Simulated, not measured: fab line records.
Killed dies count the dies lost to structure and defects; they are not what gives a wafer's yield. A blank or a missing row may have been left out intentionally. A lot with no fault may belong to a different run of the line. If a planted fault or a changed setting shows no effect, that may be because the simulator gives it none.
Which tool is to blame? + flow n5_finfet + Sampling: 10 lots, 30 wafers, 5 of 1938 route steps

== WHAT THE GAUGES SHOWED, per wafer ==
The record lacks any reading of a measuring or inspecting step that a usual standard deviation could be used to judge.

== WHICH TOOL RAN EACH LOT (tool, then ch and the chambers of the sampled wafers, then the start) ==
| lot  | N5_BEOL_M11_ETCH_65                | N5_BEOL_M11_ETCH_66                | N5_BEOL_M11_STRIP_36               | N5_BEOL_M11_ETCH_41                           | N5_PASSIVATION_PROBE_49 |
|------|------------------------------------|------------------------------------|------------------------------------|-----------------------------------------------|-------------------------|
| L960 | rie_diel-04 ch 0,2,3, day 11 03:20 | rie_diel-04 ch 0,2,3, day 11 03:23 | rie_diel-04 ch 0,2,3, day 11 03:35 | rie_diel-04 ch 0,2,3, no start                | -                       |
| L964 | rie_diel-02 ch 0,3, day 11 16:09   | rie_diel-02 ch 0,3, day 11 16:12   | rie_diel-02 ch 0,3, day 11 16:23   | rie_diel-02 ch 0,3, no start                  | -                       |
| L963 | rie_diel-02 ch 0,3, day 11 18:14   | rie_diel-02 ch 0,3, day 11 18:17   | rie_diel-02 ch 0,3, day 11 18:28   | rie_diel-02 ch 0,3, no start                  | -                       |
| L967 | rie_diel-04 ch 0,2, day 12 00:55   | rie_diel-04 ch 0,2, day 12 00:58   | rie_diel-04 ch 0,2, day 12 01:10   | rie_diel-04 ch 0,2, no start                  | -                       |
| L966 | rie_diel-05 ch 1,2,3, day 12 09:08 | rie_diel-05 ch 1,2,3, day 12 09:11 | rie_diel-05 ch 1,2,3, day 12 09:22 | rie_diel-05 ch 1,2,3, no start                | -                       |
| L970 | rie_diel-02 ch 1,3, day 13 08:13   | rie_diel-02 ch 1,3, day 13 08:16   | rie_diel-02 ch 1,3, day 13 08:27   | rie_diel-02 ch 1,3, day 15 01:19 or earlier   | prober-01, day 15 01:19 |
| L977 | rie_diel-04 ch 1,2,3, day 15 02:21 | rie_diel-04 ch 1,2,3, day 15 02:24 | rie_diel-04 ch 1,2,3, day 15 02:35 | rie_diel-04 ch 1,2,3, day 16 22:07 or earlier | prober-02, day 16 22:07 |
| L980 | rie_diel-04 ch 1,2, day 15 03:44   | rie_diel-04 ch 1,2, day 15 03:47   | rie_diel-04 ch 1,2, day 15 03:58   | rie_diel-04 ch 1,2, no start                  | -                       |
| L979 | rie_diel-05 ch 0,1,2, day 15 10:43 | rie_diel-05 ch 0,1,2, day 15 10:46 | rie_diel-05 ch 0,1,2, day 15 10:57 | rie_diel-05 ch 0,1,2, no start                | -                       |
| L981 | rie_diel-05 ch 1,2, day 16 15:22   | rie_diel-05 ch 1,2, day 16 15:25   | rie_diel-05 ch 1,2, day 16 15:36   | rie_diel-05 ch 1,2, no start                  | -                       |
- N5_BEOL_M11_ETCH_65: etches SiARC in CF4, target depth 39 nm, time 65 s.
- N5_BEOL_M11_ETCH_66: etches SOC in N2/H2, target depth 120 nm, overetch 24 nm, time 180 s.
- N5_BEOL_M11_STRIP_36: strips in N2/H2.
- N5_BEOL_M11_ETCH_41: etches SiCN in CH3F/O2, target depth 42.6 nm, time 86 s.
- N5_PASSIVATION_PROBE_49

== AS READ BY THE TOOLS THEMSELVES (means over the sampled wafers that have a number; for cases with no such wafer, the mark the record gives instead) ==
N5_BEOL_M11_ETCH_65.
| lot  | tool        | drypump_motor_current_A (A) | etch_rf_on_time_s (s) | oes_product_au (a.u.) | rf_vpp_V (V) | showerhead_plenum_p_Torr (Torr) | throttle_valve_pct (%) |
|------|-------------|-----------------------------|-----------------------|-----------------------|--------------|---------------------------------|------------------------|
| L960 | rie_diel-04 | 5.1                         | 65.4                  | 0.73                  | 185.0        | 2.19                            | 15.24                  |
| L964 | rie_diel-02 | 5.8                         | 67.9                  | 0.64                  | 184.0        | 2.17                            | 15.68                  |
| L963 | rie_diel-02 | 5.8                         | 68.2                  | 0.64                  | 184.4        | 2.17                            | 15.69                  |
| L967 | rie_diel-04 | 5.0                         | 64.1                  | 0.70                  | 184.0        | 2.19                            | 15.41                  |
| L966 | rie_diel-05 | 5.5                         | 65.6                  | 0.71                  | 183.3        | 2.09                            | 15.49                  |
| L970 | rie_diel-02 | 5.5                         | 65.9                  | 0.67                  | 184.7        | 2.24                            | 15.59                  |
| L977 | rie_diel-04 | 5.4                         | 53.3                  | 0.82                  | 184.3        | 2.20                            | 15.47                  |
| L980 | rie_diel-04 | 5.3                         | 57.9                  | 0.75                  | 184.2        | 2.19                            | 15.62                  |
| L979 | rie_diel-05 | 5.9                         | 65.8                  | 0.71                  | 183.6        | 2.12                            | 15.52                  |
| L981 | rie_diel-05 | 5.6                         | 65.7                  | 0.76                  | 183.2        | 2.08                            | 15.30                  |

N5_BEOL_M11_ETCH_66.
| lot  | tool        | drypump_motor_current_A (A) | oes_product_au (a.u.) | rf_vpp_V (V) | showerhead_plenum_p_Torr (Torr) | throttle_valve_pct (%) |
|------|-------------|-----------------------------|-----------------------|--------------|---------------------------------|------------------------|
| L960 | rie_diel-04 | 5.1                         | 0.69                  | 525.6        | 2.61                            | 17.4                   |
| L964 | rie_diel-02 | 5.8                         | 0.62                  | 525.0        | 2.58                            | 17.9                   |
| L963 | rie_diel-02 | 5.8                         | 0.61                  | 525.2        | 2.58                            | 17.9                   |
| L967 | rie_diel-04 | 5.0                         | 0.67                  | 526.1        | 2.60                            | 17.6                   |
| L966 | rie_diel-05 | 5.5                         | 0.67                  | 523.3        | 2.51                            | 17.9                   |
| L970 | rie_diel-02 | 5.6                         | 0.64                  | 526.5        | 2.68                            | 18.0                   |
| L977 | rie_diel-04 | 5.4                         | 0.68                  | 526.1        | 2.61                            | 17.7                   |
| L980 | rie_diel-04 | 5.3                         | 0.66                  | 525.1        | 2.60                            | 17.8                   |
| L979 | rie_diel-05 | 5.9                         | 0.67                  | 523.8        | 2.53                            | 17.9                   |
| L981 | rie_diel-05 | 5.6                         | 0.73                  | 522.8        | 2.50                            | 17.7                   |

N5_BEOL_M11_STRIP_36.
| lot  | tool        | drypump_motor_current_A (A) | oes_product_au (a.u.) | rf_vpp_V (V) | showerhead_plenum_p_Torr (Torr) | throttle_valve_pct (%) |
|------|-------------|-----------------------------|-----------------------|--------------|---------------------------------|------------------------|
| L960 | rie_diel-04 | 5.1                         | 0.84                  | 60.6         | 2.60                            | 23.2                   |
| L964 | rie_diel-02 | 5.8                         | 0.76                  | 59.4         | 2.58                            | 23.9                   |
| L963 | rie_diel-02 | 5.8                         | 0.75                  | 58.9         | 2.57                            | 23.9                   |
| L967 | rie_diel-04 | 5.0                         | 0.82                  | 59.6         | 2.60                            | 23.3                   |
| L966 | rie_diel-05 | 5.5                         | 0.83                  | 58.1         | 2.50                            | 23.7                   |
| L970 | rie_diel-02 | 5.6                         | 0.78                  | 58.9         | 2.68                            | 23.9                   |
| L977 | rie_diel-04 | 5.4                         | 0.83                  | 60.8         | 2.61                            | 23.6                   |
| L980 | rie_diel-04 | 5.3                         | 0.82                  | 59.1         | 2.60                            | 23.6                   |
| L979 | rie_diel-05 | 5.9                         | 0.83                  | 58.4         | 2.53                            | 23.8                   |
| L981 | rie_diel-05 | 5.6                         | 0.91                  | 59.4         | 2.50                            | 23.7                   |

N5_BEOL_M11_ETCH_41.
| lot  | tool        | CH3F_flow_sccm (sccm) | drypump_motor_current_A (A) | oes_product_au (a.u.) | rf_vpp_V (V) | showerhead_plenum_p_Torr (Torr) | throttle_valve_pct (%) |
|------|-------------|-----------------------|-----------------------------|-----------------------|--------------|---------------------------------|------------------------|
| L960 | rie_diel-04 | 29.96                 | 5.0                         | 0.85                  | 298.5        | 2.06                            | 16.0                   |
| L964 | rie_diel-02 | 29.88                 | 5.8                         | 0.76                  | 297.3        | 2.02                            | 16.4                   |
| L963 | rie_diel-02 | 29.98                 | 5.8                         | 0.76                  | 298.1        | 2.02                            | 16.4                   |
| L967 | rie_diel-04 | 30.01                 | 5.0                         | 0.82                  | 298.7        | 2.05                            | 16.1                   |
| L966 | rie_diel-05 | 30.01                 | 5.5                         | 0.83                  | 297.0        | 1.94                            | 16.1                   |
| L970 | rie_diel-02 | 30.00                 | 5.5                         | 0.78                  | 298.4        | 2.09                            | 16.3                   |
| L977 | rie_diel-04 | 29.93                 | 5.4                         | 0.85                  | 297.5        | 2.07                            | 16.2                   |
| L980 | rie_diel-04 | 29.92                 | 5.3                         | 0.82                  | 298.1        | 2.06                            | 16.3                   |
| L979 | rie_diel-05 | 30.04                 | 5.9                         | 0.83                  | 296.4        | 1.98                            | 16.2                   |
| L981 | rie_diel-05 | 30.04                 | 5.7                         | 0.90                  | 297.5        | 1.93                            | 16.0                   |

N5_PASSIVATION_PROBE_49.
| lot  | tool      | defect_limited_yield (%) | killed_at_M0_to_M3 | killed_at_M4_up | killed_at_contacts | killed_at_front_end | killed_at_other | killed_dies | killed_open | killed_short | sort_bin_4_leakage (%) | sort_bin_5_function (%) | sort_bin_6_memory (%) | sort_bin_8_speed (%) | sort_n_pass | sort_yield_pct (%) |
|------|-----------|--------------------------|--------------------|-----------------|--------------------|---------------------|-----------------|-------------|-------------|--------------|------------------------|-------------------------|-----------------------|----------------------|-------------|--------------------|
| L970 | prober-01 | 92.8                     | 34                 | 13              | 5                  | 28                  | 4               | 85          | 59          | 24           | 0.00                   | 4.5                     | 2.4                   | 0.0                  | 1095        | 92.8               |
| L977 | prober-02 | 91.5                     | 27                 | 14              | 9                  | 43                  | 7               | 100         | 56          | 44           | 0.00                   | 4.8                     | 3.1                   | 0.0                  | 1080        | 91.5               |

== THE ANSWER, worked out from the rows above alone ==
Rule: usual is defined by the lots themselves. The widest of any qualifying gaps counts: lots, ordered by their means at a reading, are off when they make up no more than a third of the lots, leave a main group of 4 or more, and stand apart from it by 3 or more times the standard deviation of that group's means. A main group whose means are all the same, to the digits that the tables above print for the reading, isn't used. Also off: a lot with no number at a reading for which 4 or more lots have one. The other lots that the step has rows for count as sound. The gauges are gone through in route order, then the tools' own readings, and for those a lot's mean is taken as printed above. At the first step where some lot is off, the reading lying furthest off is the one used; lots without a number count as furthest.
Off: L977, L980, at N5_BEOL_M11_ETCH_65 (etch_rf_on_time_s). Main group: mean 66.1 s, sd 1.3.
If a tool, at that step or one of the process steps before it, ran each lot that is off and ran no sound lot following the first of them, it fits. One fits: N5_BEOL_M11_ETCH_65 on rie_diel-04. Its last sound lot is L967 (day 12 00:55), its first lot that is off L977 (day 15 02:21): a fault that began between those two fits.
The tool's own readings at N5_BEOL_M11_ETCH_65 bear it out: on the lots that are off they differ by more than 5 times the standard deviation of the sound lots' means. etch_rf_on_time_s reads 55.6 s there against 66.1 s on the sound lots.

== WHAT WAS PUT IN BY THE SIMULATOR ==
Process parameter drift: rie_diel-04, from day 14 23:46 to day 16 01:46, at N5_BEOL_M11_ETCH_65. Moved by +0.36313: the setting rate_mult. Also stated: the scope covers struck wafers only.
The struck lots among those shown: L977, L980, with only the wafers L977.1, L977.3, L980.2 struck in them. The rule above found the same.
